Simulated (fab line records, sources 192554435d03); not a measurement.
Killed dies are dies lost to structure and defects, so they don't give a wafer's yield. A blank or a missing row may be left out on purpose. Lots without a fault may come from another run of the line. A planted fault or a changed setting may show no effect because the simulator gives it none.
Which tool did it? | flow n5_finfet | 11 lots, 29 wafers sampled, at 3 steps of a route of 1938

WHAT THE GAUGES READ, wafer by wafer
N5_BEOL_M6_THK_MEAS_01.
lot  | measured     | on            | M6_ILD_THK (nm)
L999 | day 12 15:24 | film_metro-01 | 156.1 159.7 155.9
L997 | day 12 20:26 | film_metro-01 | 150.8 153.9 157.0
L101 | day 13 05:17 | film_metro-01 | 150.3 156.4 154.6
L109 | day 15 04:40 | film_metro-01 | 154.7 157.7 156.2
L114 | day 16 01:13 | film_metro-02 | 156.2 157.4
L111 | day 16 07:29 | film_metro-02 | 157.2 159.8
L113 | day 16 15:02 | film_metro-02 | 153.8 155.2
L116 | day 17 07:56 | film_metro-02 | 156.9 154.2
L117 | day 17 15:22 | film_metro-02 | 151.4 153.6 154.7
L118 | day 17 16:13 | film_metro-02 | 152.6 155.9 156.1
L120 | day 18 08:52 | film_metro-01 | 155.1 156.4 156.4

WHICH TOOL RAN EACH LOT (tool, then ch and the chambers of the sampled wafers, then the start)
lot  | N5_BEOL_M5_CMP_52             | N5_BEOL_M5_DEP_56
L999 | cmp-03 ch 0,3, day 12 14:11   | pecvd-02 ch 1,2, day 12 14:41
L997 | cmp-03 ch 0,1, day 12 19:14   | pecvd-02 ch 0,1, day 12 19:43
L101 | cmp-03 ch 0,1,3, day 13 04:07 | pecvd-04 ch 0,1,2, day 13 04:35
L109 | cmp-02 ch 0,1, day 15 03:16   | pecvd-03 ch 1,2, day 15 03:57
L114 | cmp-03 ch 3, day 15 23:56     | pecvd-04 ch 0,1, day 16 00:31
L111 | cmp-01 ch 1,2, day 16 05:57   | pecvd-03 ch 0,1, day 16 06:18
L113 | cmp-02 ch 1,2, day 16 13:48   | pecvd-04 ch 1, day 16 14:18
L116 | cmp-02 ch 0,3, day 17 06:52   | pecvd-03 ch 0,1, day 17 07:14
L117 | cmp-03 ch 0,1,3, day 17 14:08 | pecvd-02 ch 0,2, day 17 14:38
L118 | cmp-01 ch 0,2,3, day 17 15:04 | pecvd-03 ch 0,1,2, day 17 15:29
L120 | cmp-03 ch 1,2,3, day 18 07:07 | pecvd-02 ch 0,2, day 18 07:38
- N5_BEOL_M5_CMP_52: polishes, stops on SiCOH lowk, t overpolish 6.9 s, target thk 62 nm.
- N5_BEOL_M5_DEP_56: deposits SiCN from 3MS/NH3, target thk 8 nm, time 14 s.

THE ANSWER, worked out from the rows above alone
Rule: what is usual is taken from the lots themselves. Put in order of their means at a reading, lots are off if they are a third of the lots or fewer, leave a main group of 4 or more, and stand apart from it by a gap of 3 or more times the standard deviation of the main group's means; of several such gaps the widest counts. A main group whose means are all the same, to the digits that the tables above print for the reading, isn't used. A lot without any number at a reading at which 4 lots or more have one is off too. The other lots that the step has rows for count as sound.
No lot is off at any reading shown: from this, nothing can be told.

WHAT THE SIMULATOR HAD PUT IN
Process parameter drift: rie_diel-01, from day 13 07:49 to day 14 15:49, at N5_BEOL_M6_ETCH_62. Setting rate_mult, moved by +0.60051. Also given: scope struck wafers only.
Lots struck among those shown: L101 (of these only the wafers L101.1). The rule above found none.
